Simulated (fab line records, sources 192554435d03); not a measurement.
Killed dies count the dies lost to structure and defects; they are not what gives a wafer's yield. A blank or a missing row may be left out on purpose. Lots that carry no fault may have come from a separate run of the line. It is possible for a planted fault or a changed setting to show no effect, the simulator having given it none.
fab line records    flow n5_finfet    part 2 of 2: steps 30 to 37 of 37
record lots=5  wafers=15  last_day=17
route steps=1938 shown WELL_APT@32 PMOS_HMC_CHANNEL_EPI@57
lots with no fault: from the same line, run without faults
start_h: hours from the record's opening day to when the first of the lot's shown wafers began    wait_h: how many hours have passed since the lot's step before this one    " same as the row above    L1.1+2: one row covering several wafers at once    - no value, or no start was given    * or withheld: withheld    < > ~ a bound
route shown NAME@n: names a module that has steps shown in the file, with the first one's number in the route    usual: the fault-free wafers' mean and standard deviation    same: alike in all rows    chamber/n: place in a boat    sites: readings site by site    _std_site: how widely they spread, as a standard deviation    _edge_site: the outer-site mean with the inner-site mean subtracted    radius_mm: how far each site lies from the wafer's centre    mask NAME#n: copy n    behind: tool/chamber where the wafer was last shaped    hold: what put the lot on hold/how long, in hours/how the hold closed    device: the n, p or np transistor that did not switch    end of line: the same wafers' tests at the end of the route    step lacking rows: just its recipe    killed: at the first sort, the dies lost to defects and structure; wafer yield is something else    map: shows each die of a wafer: x if killed, . if not, _ if none is there
set.NAME: the setting the step ran with; set.NAME@STEP: the setting that earlier step ran with    model.NAME: the simulator's own value behind a step, which no gauge read
lots at some steps of the route; a table a step, a row a wafer
services: the hour from which a tool's chamber was out of use, counted from the record's first day as start_h (under 0 if before that day), plus the number of hours and why
## steps
# step N5_PMOS_HMC_CHANNEL_EPI_SOFTBAKE_04
# recipe temp_c=110  time_s=60  resist=CAR-ArF-block
# usual heater_power_total_W=175.5/1.6
lot.wafer  tool            chamber  start_h  wait_h  heater_power_total_W
L078.2     litho_track-01  0        -        -       177.3
L078.3     "               0        "        "       174.5
L078.4     "               0        "        "       177.4
L086.2     litho_track-01  0        -        -       176.3
L086.3     "               0        "        "       177.5
L086.6     "               0        "        "       177.6
L089.2     litho_track-05  0        -        -       176.3
L089.4     "               0        "        "       177.0
L089.5     "               0        "        "       176.8
L092.3     litho_track-01  0        -        -       177.5
L092.5     "               0        "        "       173.3
L092.6     "               0        "        "       175.2
L095.2     litho_track-01  0        -        -       174.4
L095.4     "               0        "        "       177.0
L095.5     "               0        "        "       173.1
# step N5_PMOS_HMC_CHANNEL_EPI_EXPOSE_06
# recipe mask_id=PMOS_HMC_BLK  na=1.35  source_shape=conventional  sigma_outer=0.8  polarization=unpolarized  target_cd_nm=240  dose_mj=41
# usual reticle_temp_C=23.01/0.11
lot.wafer  tool             chamber  start_h  wait_h  mask            reticle_temp_C
L078.2     arfi_scanner-03  0        41.39    -       PMOS_HMC_BLK#0  23.07
L078.3     "                0        "        "       PMOS_HMC_BLK#0  23.12
L078.4     "                0        "        "       PMOS_HMC_BLK#0  23.03
L086.2     arfi_scanner-02  0        89.38    -       PMOS_HMC_BLK#0  23.06
L086.3     "                0        "        "       PMOS_HMC_BLK#0  23.11
L086.6     "                0        "        "       PMOS_HMC_BLK#0  23.26
L089.2     arfi_scanner-03  0        107.64   -       PMOS_HMC_BLK#0  23.12
L089.4     "                0        "        "       PMOS_HMC_BLK#0  23.09
L089.5     "                0        "        "       PMOS_HMC_BLK#0  22.94
L092.3     arfi_scanner-02  0        125.48   -       PMOS_HMC_BLK#0  22.99
L092.5     "                0        "        "       PMOS_HMC_BLK#0  22.97
L092.6     "                0        "        "       PMOS_HMC_BLK#0  22.90
L095.2     arfi_scanner-03  0        143.07   -       PMOS_HMC_BLK#0  22.89
L095.4     "                0        "        "       PMOS_HMC_BLK#0  23.01
L095.5     "                0        "        "       PMOS_HMC_BLK#0  23.06
# step N5_PMOS_HMC_CHANNEL_EPI_PEB_07
# recipe peb_temp_c=110  peb_time_s=60  resist=CAR-ArF-block
# usual heater_power_total_W=175.5/1.6
lot.wafer  tool            chamber  start_h  wait_h  heater_power_total_W
L078.2     litho_track-05  0        41.44    0.0     173.7
L078.3     "               0        "        "       176.3
L078.4     "               0        "        "       176.6
L086.2     litho_track-01  0        89.44    0.0     173.0
L086.3     "               0        "        "       177.6
L086.6     "               0        "        "       173.7
L089.2     litho_track-02  0        107.69   0.0     173.0
L089.4     "               0        "        "       177.2
L089.5     "               0        "        "       176.9
L092.3     litho_track-01  0        125.53   0.0     173.0
L092.5     "               0        "        "       173.1
L092.6     "               0        "        "       174.5
L095.2     litho_track-05  0        143.12   0.0     173.1
L095.4     "               0        "        "       175.6
L095.5     "               0        "        "       174.1
# step N5_PMOS_HMC_CHANNEL_EPI_DEVELOP_08
# recipe develop_time_s=30  developer=TMAH  resist=CAR-ArF-block  dev_temp_c=23  rinse_liquid=diw  dry=air_spin
lot.wafer   tool            chamber  start_h  wait_h
L078.2+3+4  litho_track-05  0        -        -
L086.2+3+6  litho_track-01  0        -        -
L089.2+4+5  litho_track-02  0        -        -
L092.3+5+6  litho_track-01  0        -        -
L095.2+4+5  litho_track-05  0        -        -
# step N5_PMOS_HMC_CHANNEL_EPI_CD_MEAS_09
# recipe target_cd_nm=237.4  landing_energy_ev=500  detector=se_inlens
# usual cd_nm=236.8/0.87
lot.wafer  tool       chamber  start_h  wait_h  cd_nm
L078.2     cd_sem-02  0        41.51    -       238.0
L078.3     "          0        "        "       236.5
L078.4     "          0        "        "       238.2
L086.2     cd_sem-03  0        89.50    -       236.5
L086.3     "          0        "        "       235.7
L086.6     "          0        "        "       234.5
L089.2     cd_sem-02  0        107.76   -       235.7
L089.4     "          0        "        "       237.1
L089.5     "          0        "        "       237.1
L092.3     cd_sem-02  0        125.60   -       236.6
L092.5     "          0        "        "       237.4
L092.6     "          0        "        "       237.1
L095.2     cd_sem-02  0        143.19   -       234.6
L095.4     "          0        "        "       235.0
L095.5     "          0        "        "       235.9
# step N5_PMOS_HMC_CHANNEL_EPI_OVL_MEAS_10
# recipe points_per_wafer=44
# usual PMOS_HMC_BLK_OVL=-0.2/0.73
lot.wafer  tool        chamber  start_h  wait_h  PMOS_HMC_BLK_OVL[nm]
L078.2     overlay-02  0        41.54    0.0     -1.0
L078.3     "           0        "        "       0.4
L078.4     "           0        "        "       -0.7
L086.2     overlay-01  0        89.53    0.0     -0.1
L086.3     "           0        "        "       -0.4
L086.6     "           0        "        "       0.7
L089.2     overlay-02  0        107.81   0.0     -0.3
L089.4     "           0        "        "       -0.4
L089.5     "           0        "        "       0.5
L092.3     overlay-01  0        125.62   0.0     -0.3
L092.5     "           0        "        "       0.2
L092.6     "           0        "        "       0.2
L095.2     overlay-02  0        143.22   0.0     -1.3
L095.4     "           0        "        "       0.5
L095.5     "           0        "        "       0.9
# step N5_PMOS_HMC_CHANNEL_EPI_INSPECT_11
# recipe mode=adi  inspect_instrument=macro
# usual raw_defect_count=1.9/1.4
lot.wafer  tool               chamber  start_h  wait_h  raw_defect_count
L078.2     defect_inspect-02  -        41.56    0.0     2
L078.3     "                  -        "        "       1
L078.4     "                  -        "        "       4
L086.2     defect_inspect-02  -        89.56    0.0     1
L086.3     "                  -        "        "       4
L086.6     "                  -        "        "       1
L089.2     defect_inspect-02  -        107.83   0.0     3
L089.4     "                  -        "        "       0
L089.5     "                  -        "        "       4
L092.3     defect_inspect-02  -        125.65   0.0     2
L092.5     "                  -        "        "       0
L092.6     "                  -        "        "       3
L095.2     defect_inspect-02  -        143.24   0.0     2
L095.4     "                  -        "        "       1
L095.5     "                  -        "        "       2
# step N5_PMOS_HMC_CHANNEL_EPI_DESCUM_14
# recipe chemistry=O2  time_s=7.9  source_power_w=50  bias_power_w=20  pressure_mtorr=20  rf_frequency_hz=2.712e+07  temp_c=40  resist=CAR-ArF-block  o2_flow_sccm=225
# usual drypump_motor_current_A=5.9/0.35  oes_product_au=0.78/0.069  rf_vpp_V=243.8/1.4  showerhead_plenum_p_Torr=2.14/0.076  throttle_valve_pct=20.47/0.2
lot.wafer  tool         chamber  start_h  wait_h  drypump_motor_current_A  oes_product_au  rf_hours_counter_h  rf_vpp_V  showerhead_plenum_p_Torr  throttle_valve_pct
L078.2     rie_diel-02  2        41.60    0.0     6.0                      0.90            28                  242.8     2.06                      20.17
L078.3     "            1        "        "       6.4                      0.69            242                 241.4     2.05                      20.45
L078.4     "            0        "        "       5.6                      0.76            173                 241.0     2.00                      20.21
L086.2     rie_diel-02  0        89.59    0.0     5.6                      0.73            189                 242.6     2.00                      20.24
L086.3     "            3        "        "       5.6                      0.70            214                 242.6     2.16                      20.64
L086.6     "            3        "        "       5.5                      0.70            -                   243.6     2.16                      20.64
L089.2     rie_diel-02  3        108.34   0.5     5.5                      0.69            221                 244.8     2.16                      20.64
L089.4     "            1        "        "       6.4                      1.00            3                   244.3     2.04                      20.06
L089.5     "            0        "        "       5.7                      0.73            -                   241.8     1.99                      20.25
L092.3     rie_diel-02  0        125.68   0.0     5.6                      0.72            203                 243.0     1.99                      20.25
L092.5     "            0        "        "       5.6                      0.72            -                   242.1     1.99                      20.24
L092.6     "            2        "        "       6.0                      0.85            -                   241.4     2.05                      20.21
L095.2     rie_diel-02  3        143.28   0.0     5.6                      0.68            232                 245.7     2.16                      20.65
L095.4     "            0        "        "       5.7                      0.71            208                 240.8     1.99                      20.26
L095.5     "            1        "        "       6.4                      0.97            -                   242.6     2.04                      20.08
## services
tool             chamber  start_h  hours  kind
implanter-02     -        21.12    2.8    pm
arfi_scanner-02  -        24.57    0.7    repair
arfi_scanner-03  -        25.84    1.3    pm
arfi_scanner-02  -        26.27    1.3    pm
pecvd-04         -        27.16    1.7    repair
krf_scanner-02   -        29.27    0.8    repair
rie_diel-05      1        31.28    5.0    repair
arfi_scanner-03  -        32.30    0.7    repair
krf_scanner-02   -        40.23    1.0    pm
krf_scanner-01   -        42.16    1.3    pm
krf_scanner-02   -        50.88    1.0    repair
implanter-02     -        54.30    2.6    repair
rie_diel-05      -        55.14    2.8    pm
krf_scanner-02   -        55.99    0.8    pm
arfi_scanner-03  -        56.82    4.9    pm
arfi_scanner-02  -        63.70    1.1    repair
krf_scanner-02   -        67.74    0.2    repair
pecvd-03         -        67.91    0.6    repair
rie_diel-02      1        74.99    10.1   repair
epi_rpcvd-03     -        84.43    2.6    repair
krf_scanner-02   -        102.20   1.3    pm
rie_diel-02      1        111.75   17.4   repair
krf_scanner-02   -        125.40   0.8    pm
pecvd-03         -        134.59   1.1    repair
